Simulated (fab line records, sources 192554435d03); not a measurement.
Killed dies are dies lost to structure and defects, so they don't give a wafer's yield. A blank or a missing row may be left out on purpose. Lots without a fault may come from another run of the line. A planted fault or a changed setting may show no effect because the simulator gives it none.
Chamber matching | flow n5_finfet | N5_BEOL_M0_STRIP_104 on rie_diel-01: 4 sister chambers
The step strips in N2/H2. 8 wafers are shown with their chamber, then 9 later ones without.

WAFERS WITH THEIR CHAMBER
wafer  | chamber | drypump_motor_current_A (A) | showerhead_plenum_p_Torr (Torr)
L079.1 | 1       | 5.63                        | 2.40
L080.3 | 0       | 5.34                        | 2.63
L080.4 | 3       | 5.24                        | 2.48
L081.5 | 1       | 5.63                        | 2.40
L081.6 | 2       | 5.77                        | 2.41
L087.2 | 2       | 5.77                        | 2.40
L087.3 | 3       | 5.26                        | 2.47
L087.4 | 0       | 5.34                        | 2.62

WAFERS WITHOUT THEIR CHAMBER
wafer  | drypump_motor_current_A (A) | showerhead_plenum_p_Torr (Torr)
L094.2 | 5.36                        | 2.61
L094.3 | 5.66                        | 2.39
L094.4 | 5.34                        | 2.61
L095.3 | 5.33                        | 2.61
L095.4 | 5.29                        | 2.46
L095.5 | 5.33                        | 2.61
L096.2 | 5.37                        | 2.61
L096.3 | 5.24                        | 2.46
L096.5 | 5.25                        | 2.46

WHICH CHAMBER EACH WENT THROUGH
wafer  | from the rows above | in truth
L094.2 | 0                   | 0
L094.3 | 1                   | 1
L094.4 | 0                   | 0
L095.3 | 0                   | 0
L095.4 | 3                   | 3
L095.5 | 0                   | 0
L096.2 | 0                   | 0
L096.3 | 3                   | 3
L096.5 | 3                   | 3
Placed correctly: 9 of 9. Can't be placed from these rows: 0. Placed wrongly: 0.
How it was worked out, from the rows above alone: a wafer's distance from a chamber is the root of the sum, over the readings, of the square of ((its reading less the chamber's mean) divided by the reading's scatter). The wafer belongs to the nearest chamber; if the next one is less than 2 further off, it can't be placed. A chamber's mean is the mean of its shown wafers. The scatter: the root of (the sum of the squares of (reading less its chamber's mean) over the shown wafers, divided by (wafers less chambers)).
